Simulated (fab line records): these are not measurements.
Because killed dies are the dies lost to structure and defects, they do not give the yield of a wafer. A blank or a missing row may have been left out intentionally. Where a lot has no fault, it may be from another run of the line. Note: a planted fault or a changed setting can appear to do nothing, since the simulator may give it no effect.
fab line records	flow nand_harc
record lots=5	wafers=15	last_day=32
route steps=1302 shown A_STAIRCASE@736
lots that met no fault: taken from a fault-free run of the same line
start_h: the number of hours between the record's first day and the start of the first shown wafer of the lot	wait_h: time in hours since the lot's previous step	" same as the row above	L1.1+2: several wafers, shown together as one row	- no value present, or no start provided	* or withheld: withheld	< > ~ a bound
route shown NAME@n: a module of which the file shows steps, and the number in the route of the first	usual: mean/standard deviation of fault-free wafers	same: alike in all rows	chamber/n: place in a boat	sites: the reading at each site	_std_site: the values' standard deviation	_edge_site: inner sites' mean taken away from outer sites' mean	radius_mm: for every site, how far away it sits from the centre of the wafer	mask NAME#n: copy n	behind: the most recent tool/chamber to have shaped the wafer	hold: reason for holding the lot/hours on hold/outcome of the hold	device: transistor that didn't switch, given as n, p or np	end of line: at the end of the route, the tests of the same wafers	a step without rows: its recipe alone	killed: not the wafer's yield, but the dies lost to structure and defects at the first sort	map: per-die view of a wafer (x killed, . not killed, _ where there is no die)
set.NAME: the setting that was run; set.NAME@STEP: the one run at that earlier step	model.NAME: the simulator's own value behind a step, which no gauge read
lots at selected steps of the route; one table per step, one row per wafer
services: when a tool's chamber went out of use (start_h, in hours from the record's first day, below 0 if earlier), for how many hours, and the reason
## steps
# step NHARC_A_STAIRCASE_TRIM_222
# recipe time_s=211.2	o2_flow_sccm=500	ar_flow_sccm=0	bias_w=0	chemistry=O2
# step NHARC_A_STAIRCASE_ETCH_223
# recipe target_depth_a=1000	time_s=40.5	ion_energy_ev=400	c4f8_flow_sccm=20	o2_flow_sccm=10	ar_flow_sccm=withheld	rf_w=600	bias_w=1000	chemistry=C4F8/O2
# step NHARC_A_STAIRCASE_TRIM_224
# recipe time_s=211.2	o2_flow_sccm=500	ar_flow_sccm=0	bias_w=0	chemistry=O2
# step NHARC_A_STAIRCASE_ETCH_225
# recipe target_depth_a=1000	time_s=40.5	ion_energy_ev=400	c4f8_flow_sccm=20	o2_flow_sccm=10	ar_flow_sccm=withheld	rf_w=600	bias_w=1000	chemistry=C4F8/O2
# step NHARC_A_STAIRCASE_TRIM_226
# recipe time_s=211.2	o2_flow_sccm=500	ar_flow_sccm=0	bias_w=0	chemistry=O2
# step NHARC_A_STAIRCASE_ETCH_227
# recipe target_depth_a=1000	time_s=40.5	ion_energy_ev=400	c4f8_flow_sccm=20	o2_flow_sccm=10	ar_flow_sccm=withheld	rf_w=600	bias_w=1000	chemistry=C4F8/O2
# step NHARC_A_STAIRCASE_TRIM_229
# recipe time_s=211.2	o2_flow_sccm=500	ar_flow_sccm=0	bias_w=0	chemistry=O2
# usual drypump_motor_current_A=5.7/0.39	oes_product_au=1.006/0.015	rf_vpp_V=57.8/0.91	showerhead_plenum_p_Torr=3.55/0.098	throttle_valve_pct=17.037/0.0096
lot.wafer	tool	chamber	start_h	wait_h	drypump_motor_current_A	oes_product_au	rf_hours_counter_h	rf_vpp_V	showerhead_plenum_p_Torr	throttle_valve_pct
L562.3	rie_diel-06	2	384.09	0.1	5.3	0.990	21	58.7	3.60	17.053
L562.6	"	3	"	"	5.2	1.010	-	57.1	3.51	17.042
L562.5	"	0	"	"	6.1	1.015	-	57.0	3.56	17.032
L566.4	rie_diel-06	2	420.00	0.1	5.3	0.983	31	58.2	3.59	17.042
L566.3	"	0	"	"	6.1	1.026	34	59.0	3.55	17.033
L566.5	"	2	"	"	5.3	0.985	-	56.3	3.59	17.042
L576.2	rie_diel-12	2	524.39	0.1	5.4	1.012	26	57.7	3.60	17.043
L576.5	"	1	"	"	6.3	1.033	-	59.3	3.50	17.026
L576.6	"	2	"	"	5.4	1.008	-	59.3	3.60	17.019
L578.3	rie_diel-05	3	533.10	0.1	5.5	1.010	42	57.3	3.47	17.040
L578.2	"	2	"	"	5.7	1.039	33	57.6	3.76	17.052
L578.5	"	3	"	"	5.5	1.002	-	56.9	3.47	17.027
L579.3	rie_diel-05	3	549.74	0.1	5.5	0.997	48	57.9	3.47	17.044
L579.4	"	0	"	"	5.7	1.012	50	57.6	3.39	17.037
L579.5	"	3	"	"	5.5	0.994	-	58.0	3.47	17.034
# step NHARC_A_STAIRCASE_ETCH_230
# recipe target_depth_a=1000	time_s=40.5	ion_energy_ev=400	c4f8_flow_sccm=20	o2_flow_sccm=10	ar_flow_sccm=withheld	rf_w=600	bias_w=1000	chemistry=C4F8/O2
# usual oes_product_au=0.960/0.019	rf_vpp_V=897/3.8
lot.wafer	tool	chamber	start_h	wait_h	oes_product_au	rf_hours_counter_h	rf_vpp_V
L562.3	rie_diel-06	1	-	-	0.974	20	894
L562.6	"	3	"	"	0.974	-	894
L562.5	"	0	"	"	0.976	-	897
L566.3	rie_diel-06	3	-	-	0.945	32	894
L566.4	"	1	"	"	0.939	33	893
L566.5	"	0	"	"	0.936	-	896
L576.2	rie_diel-12	2	-	-	0.948	27	899
L576.5	"	0	"	"	0.937	-	894
L576.6	"	1	"	"	0.957	-	894
L578.2	rie_diel-05	0	-	-	0.961	44	892
L578.3	"	2	"	"	0.998	33	904
L578.5	"	1	"	"	0.969	-	905
L579.3	rie_diel-05	1	-	-	0.980	48	902
L579.4	"	3	"	"	0.969	48	894
L579.5	"	1	"	"	0.973	-	902
# step NHARC_A_STAIRCASE_TRIM_231
# recipe time_s=211.2	o2_flow_sccm=500	ar_flow_sccm=0	bias_w=0	chemistry=O2
# usual drypump_motor_current_A=5.7/0.39	oes_product_au=1.004/0.015	rf_vpp_V=57.9/0.82	showerhead_plenum_p_Torr=3.56/0.1	throttle_valve_pct=17.038/0.0089
lot.wafer	tool	chamber	start_h	wait_h	drypump_motor_current_A	oes_product_au	rf_hours_counter_h	rf_vpp_V	showerhead_plenum_p_Torr	throttle_valve_pct
L562.3	rie_diel-06	2	-	-	5.3	0.985	21	58.0	3.60	17.026
L562.5	"	0	"	"	6.1	1.013	-	59.7	3.56	17.043
L562.6	"	1	"	"	5.9	1.001	-	57.2	3.47	17.041
L566.3	rie_diel-06	1	-	-	5.9	1.007	33	56.3	3.46	17.052
L566.4	"	0	"	"	6.1	1.012	34	59.4	3.55	17.025
L566.5	"	2	"	"	5.3	0.981	-	58.3	3.59	17.043
L576.2	rie_diel-12	3	-	-	5.1	0.992	28	56.1	3.56	17.036
L576.5	"	1	"	"	6.2	1.027	-	57.7	3.50	17.038
L576.6	"	2	"	"	5.4	1.007	-	58.8	3.60	17.037
L578.3	rie_diel-05	2	-	-	5.7	1.027	33	57.7	3.76	17.047
L578.2	"	3	"	"	5.5	1.005	42	58.6	3.47	17.038
L578.5	"	1	"	"	6.3	0.988	-	57.9	3.71	17.044
L579.4	rie_diel-05	3	-	-	5.5	1.005	48	58.5	3.47	17.035
L579.3	"	1	"	"	6.3	1.000	48	57.3	3.71	17.046
L579.5	"	3	"	"	5.5	0.998	-	57.9	3.47	17.037
# step NHARC_A_STAIRCASE_ETCH_232
# recipe target_depth_a=1000	time_s=40.5	ion_energy_ev=400	c4f8_flow_sccm=20	o2_flow_sccm=10	ar_flow_sccm=withheld	rf_w=600	bias_w=1000	chemistry=C4F8/O2
# step NHARC_A_STAIRCASE_TRIM_233
# recipe time_s=211.2	o2_flow_sccm=500	ar_flow_sccm=0	bias_w=0	chemistry=O2
# usual drypump_motor_current_A=5.7/0.39	oes_product_au=1.005/0.014	rf_vpp_V=57.8/0.77	showerhead_plenum_p_Torr=3.56/0.1	throttle_valve_pct=17.037/0.0087
lot.wafer	tool	chamber	start_h	wait_h	drypump_motor_current_A	oes_product_au	rf_hours_counter_h	rf_vpp_V	showerhead_plenum_p_Torr	throttle_valve_pct
L562.3	rie_diel-06	0	-	-	6.1	1.023	21	56.9	3.56	17.033
L562.5	"	3	"	"	5.2	1.020	-	58.8	3.50	17.043
L562.6	"	0	"	"	6.1	1.022	-	57.8	3.56	17.040
L566.3	rie_diel-06	2	-	-	5.3	0.988	32	58.4	3.59	17.027
L566.4	"	3	"	"	5.2	1.009	33	58.6	3.50	17.025
L566.5	"	1	"	"	5.9	1.019	-	57.8	3.46	17.049
L576.2	rie_diel-12	1	-	-	6.3	1.022	27	58.0	3.50	17.039
L576.6	"	2	"	"	5.4	1.009	-	57.1	3.60	17.043
L576.5	"	3	"	"	5.1	1.003	-	57.3	3.56	17.034
L578.3	rie_diel-05	3	-	-	5.5	0.998	42	58.9	3.47	17.026
L578.2	"	1	"	"	6.3	0.992	41	58.5	3.71	17.043
L578.5	"	2	"	"	5.7	1.030	-	57.9	3.76	17.032
L579.3	rie_diel-05	2	-	-	5.7	1.032	40	58.2	3.75	17.043
L579.4	"	3	"	"	5.5	0.991	48	56.8	3.47	17.030
L579.5	"	2	"	"	5.7	1.031	-	57.2	3.75	17.029
# step NHARC_A_STAIRCASE_ETCH_234
# recipe target_depth_a=1000	time_s=40.5	ion_energy_ev=400	c4f8_flow_sccm=20	o2_flow_sccm=10	ar_flow_sccm=withheld	rf_w=600	bias_w=1000	chemistry=C4F8/O2
# usual oes_product_au=0.950/0.016	rf_vpp_V=897/3.6
lot.wafer	tool	chamber	start_h	wait_h	oes_product_au	rf_hours_counter_h	rf_vpp_V
L562.3	rie_diel-06	2	384.68	-	0.955	22	899
L562.5	"	2	"	"	0.945	-	897
L562.6	"	3	"	"	0.962	-	895
L566.4	rie_diel-06	1	420.64	-	0.934	33	894
L566.3	"	3	"	"	0.804	33	894
L566.5	"	0	"	"	0.954	-	898
L576.2	rie_diel-12	1	525.04	-	0.975	27	895
L576.6	"	2	"	"	0.949	-	898
L576.5	"	3	"	"	0.952	-	897
L578.3	rie_diel-05	1	533.76	-	0.965	41	901
L578.2	"	2	"	"	0.975	33	903
L578.5	"	1	"	"	0.958	-	903
L579.4	rie_diel-05	1	553.16	-	0.934	52	902
L579.3	"	3	"	"	0.957	50	895
L579.5	"	2	"	"	0.980	-	904
# step NHARC_A_STAIRCASE_TRIM_235
# recipe time_s=211.2	o2_flow_sccm=500	ar_flow_sccm=0	bias_w=0	chemistry=O2
# usual drypump_motor_current_A=5.7/0.38	oes_product_au=1.005/0.014	rf_vpp_V=57.7/0.88	showerhead_plenum_p_Torr=3.55/0.099	throttle_valve_pct=17.036/0.0096
lot.wafer	tool	chamber	start_h	wait_h	drypump_motor_current_A	oes_product_au	rf_hours_counter_h	rf_vpp_V	showerhead_plenum_p_Torr	throttle_valve_pct
L562.3	rie_diel-06	2	-	-	5.3	0.977	22	57.5	3.60	17.044
L562.6	"	3	"	"	5.2	1.009	-	57.8	3.50	17.036
L562.5	"	0	"	"	6.1	1.018	-	58.6	3.56	17.052
L566.4	rie_diel-06	1	-	-	5.9	1.012	33	58.3	3.46	17.038
L566.3	"	0	"	"	6.1	1.017	34	60.0	3.55	17.034
L566.5	"	2	"	"	5.3	0.988	-	57.6	3.59	17.044
L576.2	rie_diel-12	1	-	-	6.3	1.020	27	56.6	3.50	17.043
L576.6	"	1	"	"	6.3	1.027	-	58.1	3.50	17.045
L576.5	"	2	"	"	5.4	1.008	-	57.6	3.60	17.058
L578.3	rie_diel-05	1	-	-	6.3	0.984	41	57.3	3.71	17.022
L578.2	"	2	"	"	5.7	1.028	33	59.4	3.76	17.044
L578.5	"	0	"	"	5.7	0.995	-	57.6	3.39	17.037
L579.3	rie_diel-05	0	-	-	5.6	1.009	54	56.9	3.39	17.020
L579.4	"	3	"	"	5.5	1.014	50	56.3	3.47	17.036
L579.5	"	0	"	"	5.7	1.000	-	57.6	3.39	17.041
## services
tool	chamber	start_h	hours	kind
rie_diel-05	0	363.51	-	clean
rie_diel-05	1	363.51	-	clean
rie_diel-05	2	363.51	-	clean
rie_diel-05	3	363.51	-	clean
rie_diel-06	0	366.02	-	clean
rie_diel-06	1	366.02	-	clean
rie_diel-06	2	366.02	-	clean
rie_diel-06	3	366.02	-	clean
rie_diel-05	0	388.01	-	clean
rie_diel-05	1	388.01	-	clean
rie_diel-05	2	388.01	-	clean
rie_diel-05	3	388.01	-	clean
rie_diel-06	0	390.57	-	clean
rie_diel-06	1	390.57	-	clean
rie_diel-06	2	390.57	-	clean
rie_diel-06	3	390.57	-	clean
rie_diel-05	-	406.64	9.0	pm
rie_diel-05	0	406.64	9.0	vent_cycle
rie_diel-05	1	406.64	9.0	vent_cycle
rie_diel-12	-	446.24	9.0	pm
rie_diel-05	-	449.79	0.6	repair
rie_diel-05	0	470.51	4.5	repair
rie_diel-06	-	485.02	9.0	pm
rie_diel-05	2	504.00	8.9	repair
## key
first_sign step=NHARC_A_STAIRCASE_ETCH_234	reading=oes_product_au	direction=down	sigmas=9.4	usual=0.950	struck=0.804
effect none on later readings
met_at NHARC_A_STAIRCASE_ETCH_234
struck_wafers L566.3
later_rows_left_out L566.3
sort_left_out L566.3
tester_left_out L566
onset_between 384.68 420.64
fault kind=process_parameter_drift	tool=rie_diel-06	chamber=3	onset_h=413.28	steps=NHARC_A_STAIRCASE_ETCH_234	channel=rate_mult	offset=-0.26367	shape=step	end_h=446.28
# tester_left_out: of these lots the tester's yield and bins aren't shown, on N5 and GAA mostly nor the transistor test; their killed dies are dies lost to structure and defects alone, not to doping, threshold or leakage, so they don't give the yield
# sort_left_out: the simulated sort isn't trusted on such a fault, so these wafers' sort isn't shown, and their yield isn't known
# later_rows_left_out: the simulator's readings of these wafers behind a module that went badly wrong aren't trusted and aren't shown, but for the sort
